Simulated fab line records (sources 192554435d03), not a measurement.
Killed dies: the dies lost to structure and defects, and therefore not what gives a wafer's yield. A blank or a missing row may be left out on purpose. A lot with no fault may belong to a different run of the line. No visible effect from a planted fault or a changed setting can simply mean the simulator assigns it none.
Chamber matching    flow n5-finfet    N5_BEOL_M5_ETCH_67 on rie-diel-04: 4 sister chambers
The step etches SiARC in CF4, target depth 15.6 nm, time 26 s. 4 wafers are shown with their chamber, then 12 later ones without.

== WAFERS PAIRED WITH THEIR CHAMBERS ==
wafer   chamber  drypump-motor-current-A (A)
L086.4  1        6.0
L090.1  0        6.3
L090.5  2        5.4
L090.6  3        6.0

== WAFERS WITHOUT THEIR CHAMBER ==
wafer   drypump-motor-current-A (A)
L091.1  5.9
L091.3  5.4
L091.6  5.4
L093.3  5.4
L093.5  6.3
L093.6  6.0
L096.4  6.0
L096.5  5.4
L096.6  6.0
L097.1  6.0
L097.2  6.0
L097.6  5.4

== WHICH CHAMBER EACH WENT THROUGH ==
wafer   from the rows above      in truth
L091.1  can't be placed: 1 or 3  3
L091.3  2                        2
L091.6  2                        2
L093.3  2                        2
L093.5  0                        0
L093.6  can't be placed: 1 or 3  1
L096.4  can't be placed: 1 or 3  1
L096.5  2                        2
L096.6  can't be placed: 1 or 3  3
L097.1  can't be placed: 1 or 3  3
L097.2  can't be placed: 1 or 3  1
L097.6  2                        2
Correctly placed: 6 of 12. Cannot be placed on the basis of these rows: 6; the candidates contain the true chamber in 6. Placed wrongly: 0.
How it was worked out, from the rows above alone: a wafer's distance from a chamber is the root of the sum, over the readings, of the square of ((its reading less the chamber's mean) divided by the reading's scatter). If the next closest chamber is less than 2 further off than the closest, the wafer can't be placed; otherwise it belongs to the closest. For every chamber, the mean is computed from those of its wafers that are shown. The scatter: with one shown wafer a chamber, the root of the mean of the squares of how far each hidden wafer lies from its nearest shown one.
